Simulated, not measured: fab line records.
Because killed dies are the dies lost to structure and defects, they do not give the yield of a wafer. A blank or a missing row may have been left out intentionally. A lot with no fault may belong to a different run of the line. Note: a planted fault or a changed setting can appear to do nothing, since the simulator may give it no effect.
Split-lot study    flow n5Finfet    on a route of 1938 steps: 7 lots, 21 wafers read

## ON THE SPLIT
At N5_BEOL_M14_ILD_DEP_00 (deposits SiO2 from TEOS/O2, target thk 1119.3 nm, time 237.4 s), the setting tempC was moved away from the recipe's 400 C on 9 of the 21 wafers read, by -1.8% to +1.9%. All remaining wafers had this setting at the recipe value.

The file shows no step between the split and the reading.

## THE READING
M14_ILD_THK (nm), taken at N5_BEOL_M14_THK_MEAS_01. On this fab line, fault-free wafers typically give 1123 nm with a standard deviation of 14 nm.

wafer   tool, chamber at the split  tempC as run, C  against the recipe  M14_ILD_THK, nm  against lot-mates on the recipe
L075.1  pecvd-01, 1                 400              recipe              1121             -
L075.3  pecvd-01, 0                 400              recipe              1113             -
L075.4  pecvd-01, 0                 400              recipe              1116             -
L078.1  pecvd-03, 0                 400              recipe              1107             -
L078.2  pecvd-03, 2                 407.7            +1.9%               1050             -57
L078.6  pecvd-03, 2                 407.7            +1.9%               1067             -40
L085.1  pecvd-01, 0                 400              recipe              1113             -
L085.5  pecvd-01, 1                 404.9            +1.2%               1085             -28
L085.6  pecvd-01, 0                 404.9            +1.2%               1085             -28
L087.3  pecvd-03, 2                 400              recipe              1139             -
L087.4  pecvd-03, 0                 403.6            +0.9%               1100             -39
L087.6  pecvd-03, 0                 403.6            +0.9%               1099             -40
L093.3  pecvd-03, 2                 400              recipe              1139             -
L093.4  pecvd-03, 2                 400              recipe              1136             -
L093.6  pecvd-03, 1                 400              recipe              1131             -
L097.3  pecvd-02, 2                 402.9            +0.7%               1081             -42
L097.5  pecvd-02, 0                 400              recipe              1135             -
L097.6  pecvd-02, 1                 400              recipe              1112             -
L092.1  pecvd-02, 0                 392.9            -1.8%               1195             +59
L092.3  pecvd-02, 2                 392.9            -1.8%               1169             +33
L092.6  pecvd-02, 1                 400              recipe              1136             -

FIT RESULTS
A straight line over all 21 wafers: M14_ILD_THK changes by -33.4 nm for each +1% of tempC; r = -0.94; the points scatter about the line by 12 nm.
The same after taking each lot's own level away (the mean of its wafers on the recipe; 21 wafers): -27.1 nm for each +1%; r = -0.94; scatter 9.8 nm.
The reading moves by 52 nm for the largest change in tempC, on that fit.
Across the lots, their own levels run from 1107.0 to 1139.0 nm, a range of 2.3 times the standard deviation given above.
In other words, the slope is changed by the lot-to-lot level; the two fits disagree.
Check: -53.2 nm against its lot-mates is what the line predicts for one of the wafers moved furthest among these (+1.9%) when that wafer is left out of the fit. Against them it came out at -57 nm.

## OTHER SPLITS APPLIED TO THESE WAFERS
Other splits were also applied to these wafers ahead of the reading. Each is held against what the fit with the lots' levels taken away leaves over:
other split on the same wafers  wafers away from the commonest value  r with M14_ILD_THK (lot level and that fit taken away)
N5_BEOL_M11_COAT_59 spinRpm     7                                     +0.03
N5_BEOL_M11_DEP_56 timeS        10                                    +0.41
N5_BEOL_M12_ILD_DEP_00 timeS    8                                     -0.07

## THE WHOLE CHAIN: every reading that the file lists as answering this split, in the file's order
step                     what it does                                                    reading                                                                             change (the file's fit)               r (the file's)
N5_BEOL_M14_ILD_DEP_00   deposits SiO2 from TEOS/O2, target thk 1119.3 nm, time 237.4 s  SiO2_of_BEOL_M14_ILD_DEP_00.thkNm (the simulator's own value, which no gauge read)  -28.3 nm for each +1% of the setting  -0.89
N5_BEOL_M14_THK_MEAS_01                                                                  M14_ILD_THK                                                                         -28.4 for each +1% of the setting     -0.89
N5_BEOL_M14_VIA_ETCH_16  etches SiO2 in C4F8/O2/Ar, target depth 1231.3 nm               etch.depthNm (the simulator's own value, which no gauge read)                       -28.3 nm for each +1% of the setting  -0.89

## THE FILE'S OWN FIT
M14_ILD_THK changes by -28.4 nm for each +1% of tempC, r = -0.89.
